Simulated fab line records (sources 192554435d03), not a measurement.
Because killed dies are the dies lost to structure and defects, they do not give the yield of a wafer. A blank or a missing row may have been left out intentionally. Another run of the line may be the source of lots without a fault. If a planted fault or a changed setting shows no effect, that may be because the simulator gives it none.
Which of the tools did it?    flow n5_finfet    11 lots with 32 wafers sampled at 5 steps, on a route of 1938 steps

== WHAT EACH GAUGE READ, for each wafer ==
N5_BEOL_M1_INSPECT_13: inspects for defects (brightfield). Usual: raw_defect_count at 423, with a standard deviation of 100.
lot   measured      on                 raw_defect_count  flag
L816  day 6 11:57   defect_inspect-02  278 308 350       
L818  day 6 19:38   defect_inspect-01  531 588 384       
L819  day 7 05:34   defect_inspect-01  630 559 561       
L822  day 7 21:59   defect_inspect-01  761 553 646       
L823  day 8 02:46   defect_inspect-02  672 337 444       
L829  day 9 16:14   defect_inspect-02  387 424 424       
L831  day 10 01:04  defect_inspect-02  343 341 435       
L834  day 10 17:31  defect_inspect-01  430 463           
L837  day 11 11:41  defect_inspect-01  390 441 435       
L836  day 11 12:02  defect_inspect-02  360 362 308       
L838  day 12 04:02  defect_inspect-02  419 511 320       

N5_BEOL_M4_RC_MEAS_101. Usual: DIBL_N 36.9 mV/V, standard deviation 1.7; DIBL_P 37.3 mV/V, standard deviation 2.3; IOFF_N 0.16 nA/um, standard deviation 0.033; IOFF_P 0.22 nA/um, standard deviation 0.04; ION_N 673 uA/um, standard deviation 12; ION_P 463 uA/um, standard deviation 8; SS_N 71.6 mV/dec, standard deviation 0.58; SS_P 73.4 mV/dec, standard deviation 0.74; VT_N 250 mV, standard deviation 3.2; VT_P -250 mV, standard deviation 3.4.
lot   measured      on         DIBL_N (mV/V)   DIBL_P (mV/V)   IOFF_N (nA/um)  IOFF_P (nA/um)  ION_N (uA/um)  ION_P (uA/um)  SS_N (mV/dec)   SS_P (mV/dec)   VT_N (mV)    VT_P (mV)       flag
L816  day 8 13:19   prober-02  35.8 36.7 36.7  38.3 38.5 39.2  0.15 0.16 0.16  0.19 0.20 0.21  669 675 667    455 463 458    71.9 71.5 71.4  74.0 73.6 74.5  251 249 250  -256 -255 -254  
L818  day 8 18:08   prober-02  37.3 36.1 36.7  38.3 37.8 38.3  0.18 0.16 0.18  0.23 0.22 0.24  676 668 684    460 464 475    72.1 71.6 72.0  73.7 72.9 72.8  249 252 247  -249 -250 -249  
L819  day 9 02:05   prober-01  38.5 35.9 35.7  38.0 34.2 33.9  0.19 0.13 0.14  0.23 0.18 0.17  677 656 658    456 452 446    72.2 71.5 71.7  73.7 72.1 72.0  247 252 253  -252 -255 -257  
L822  day 10 02:21  prober-01  40.5 37.7 36.3  41.6 37.0 35.5  0.24 0.17 0.14  0.30 0.21 0.19  687 668 661    473 462 454    72.5 71.4 71.3  74.3 73.4 72.9  245 249 251  -245 -250 -251  
L823  day 10 01:18  prober-02  36.2 35.7 37.7  35.5 36.2 37.3  0.13 0.13 0.16  0.18 0.18 0.21  659 655 664    453 452 457    72.0 71.5 72.6  73.3 72.9 72.8  256 255 252  -252 -252 -250  
L829  day 11 14:55  prober-02  38.1 38.0 36.9  37.7 36.8 36.9  0.17 0.17 0.17  0.26 0.22 0.24  676 674 699    469 462 477    71.7 71.7 71.6  73.6 73.1 73.4  250 248 249  -247 -252 -249  
L831  day 12 03:09  prober-02  36.6 34.0 36.0  36.8 33.8 36.7  0.16 0.12 0.16  0.22 0.17 0.21  674 660 693    465 457 469    72.5 71.4 71.6  73.8 72.9 73.8  251 254 249  -250 -254 -249  
L834  day 13 03:25  prober-01  38.5 38.1       37.8 37.8       0.17 0.17       0.23 0.23       697 670        476 462        71.4 71.7       73.7 72.7       248 251      -249 -250       
L837  day 13 19:45  prober-02  38.6 39.3 37.7  39.3 39.4 38.0  0.18 0.18 0.14  0.24 0.23 0.21  673 669 661    459 459 453    71.7 72.6 72.0  73.9 74.4 73.8  252 251 255  -252 -253 -255  
L836  day 13 20:19  prober-01  34.2 39.0 36.4  36.0 41.1 37.0  0.12 0.20 0.14  0.19 0.27 0.21  669 677 667    467 465 464    71.6 72.0 71.3  72.4 73.9 73.9  256 246 254  -254 -248 -248  
L838  day 13 23:04  prober-02  36.1 38.0 37.1  35.9 37.9 36.7  0.13 0.15 0.14  0.19 0.22 0.20  649 676 662    447 464 456    71.3 71.4 70.7  72.5 73.6 73.4  254 252 252  -250 -249 -253  

== WHICH TOOL RAN EACH LOT (tool, then ch and the chambers of the sampled wafers, then the start) ==
lot   N5_BEOL_M0_SPUTTER_116        N5_BEOL_M0_ANNEAL_135         N5_BEOL_M1_COAT_73
L816  pvd_sputter-02, day 6 08:32   pvd_sputter-02, day 6 08:52   litho_track-03 ch 0, day 6 11:28
L818  pvd_sputter-03, day 6 16:31   pvd_sputter-03, day 6 16:50   litho_track-03 ch 0, day 6 19:18
L819  pvd_sputter-02, day 7 01:10   pvd_sputter-02, day 7 01:29   litho_track-02 ch 0, day 7 05:13
L822  pvd_sputter-02, day 7 18:15   pvd_sputter-02, day 7 18:34   litho_track-03 ch 0, day 7 21:28
L823  pvd_sputter-02, day 7 21:17   pvd_sputter-02, day 7 21:37   litho_track-05 ch 0, day 8 02:25
L829  pvd_sputter-01, day 9 12:44   pvd_sputter-01, day 9 13:04   litho_track-03 ch 0, day 9 15:54
L831  pvd_sputter-02, day 9 21:53   pvd_sputter-02, day 9 22:13   litho_track-03 ch 0, day 10 00:43
L834  pvd_sputter-03, day 10 14:36  pvd_sputter-03, day 10 14:54  litho_track-02 ch 0, day 10 17:02
L837  pvd_sputter-03, day 11 09:25  pvd_sputter-03, day 11 09:44  litho_track-05 ch 0, day 11 11:20
L836  pvd_sputter-03, day 11 09:51  pvd_sputter-03, day 11 10:10  litho_track-02 ch 0, day 11 11:41
L838  pvd_sputter-02, day 11 22:20  pvd_sputter-02, day 11 22:39  litho_track-05 ch 0, day 12 03:34
- N5_BEOL_M0_SPUTTER_116: material Cu, target thk 4 nm, time 7.37 s.
- N5_BEOL_M0_ANNEAL_135: time 60 s.
- N5_BEOL_M1_COAT_73: time 60 s, resist thk 5 nm.

== AS READ BY THE TOOLS THEMSELVES (means over the sampled wafers that have a number; for cases with no such wafer, the mark the record gives instead) ==
N5_BEOL_M0_SPUTTER_116. Usual: throttle_valve_pct at 29.7 %, with a standard deviation of 1.
lot   tool            throttle_valve_pct (%)  flag
L816  pvd_sputter-02  29.0                    
L818  pvd_sputter-03  29.6                    
L819  pvd_sputter-02  29.5                    
L822  pvd_sputter-02  28.8                    
L823  pvd_sputter-02  29.0                    
L829  pvd_sputter-01  30.5                    
L831  pvd_sputter-02  28.8                    
L834  pvd_sputter-03  29.8                    
L837  pvd_sputter-03  29.7                    
L836  pvd_sputter-03  30.0                    
L838  pvd_sputter-02  29.0                    

N5_BEOL_M0_ANNEAL_135. Usual: heater_power_w at 798 W, with a standard deviation of 67.
lot   tool            heater_power_w (W)  flag
L816  pvd_sputter-02  774                 
L818  pvd_sputter-03  732                 
L819  pvd_sputter-02  804                 
L822  pvd_sputter-02  791                 
L823  pvd_sputter-02  806                 
L829  pvd_sputter-01  853                 
L831  pvd_sputter-02  794                 
L834  pvd_sputter-03  720                 
L837  pvd_sputter-03  709                 
L836  pvd_sputter-03  751                 
L838  pvd_sputter-02  779                 

N5_BEOL_M1_COAT_73. Usual: heater_power_total_W 391.7 W, standard deviation 1.3; plate_temp_C 205.05 C, standard deviation 0.16; spin_speed_rpm 1500.1 rpm, standard deviation 1.2.
lot   tool            heater_power_total_W (W)  plate_temp_C (C)  spin_speed_rpm (rpm)  flag
L816  litho_track-03  391.7                     204.97            1500.5                
L818  litho_track-03  392.2                     205.21            1500.1                
L819  litho_track-02  391.9                     205.02            1498.8                
L822  litho_track-03  390.5                     205.01            1499.8                
L823  litho_track-05  392.7                     204.94            1500.0                
L829  litho_track-03  404.6                     209.79            1499.6                OFF
L831  litho_track-03  405.0                     210.14            1501.4                OFF
L834  litho_track-02  390.1                     205.06            1500.6                
L837  litho_track-05  392.2                     205.02            1500.3                
L836  litho_track-02  391.6                     205.13            1499.9                
L838  litho_track-05  391.9                     205.06            1499.2                

== THE ANSWER, worked out from the rows above alone ==
Rule: take the mean of a lot's wafers that have a number; if it is more than 3 standard deviations from the usual mean, the lot is off. Also off: a lot with no number at a reading for which 4 or more lots have one. Any other lot the step has rows for is counted as sound. The gauges are gone through in route order, then the tools' own readings, and for those a lot's mean is taken as printed above. The first step at which some lot is off is used, and at that step the reading that is off furthest; a lot without a number counts as furthest.
Off at N5_BEOL_M1_COAT_73 (plate_temp_C): L829, L831.
A tool fits if, at that step or a process step before it, it ran every lot that is off, and no sound lot after the first of them. One fits: N5_BEOL_M1_COAT_73 on litho_track-03. Its last sound lot is L822 (day 7 21:28), its first lot that is off L829 (day 9 15:54): a fault that began between those two fits.
The tool's own readings at N5_BEOL_M1_COAT_73 bear it out: on the lots that are off they differ by more than 5 times the standard deviation of the sound lots' means. heater_power_total_W reads 404.8 W there against 391.6 W on the sound lots; plate_temp_C reads 209.96 C there against 205.05 C on the sound lots.

== WHAT HAD BEEN PUT IN BY THE SIMULATOR ==
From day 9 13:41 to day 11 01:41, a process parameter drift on litho_track-03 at N5_BEOL_M1_COAT_73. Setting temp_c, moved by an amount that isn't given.
Lots struck among those shown: L829, L831. This agrees with what the rule above found.
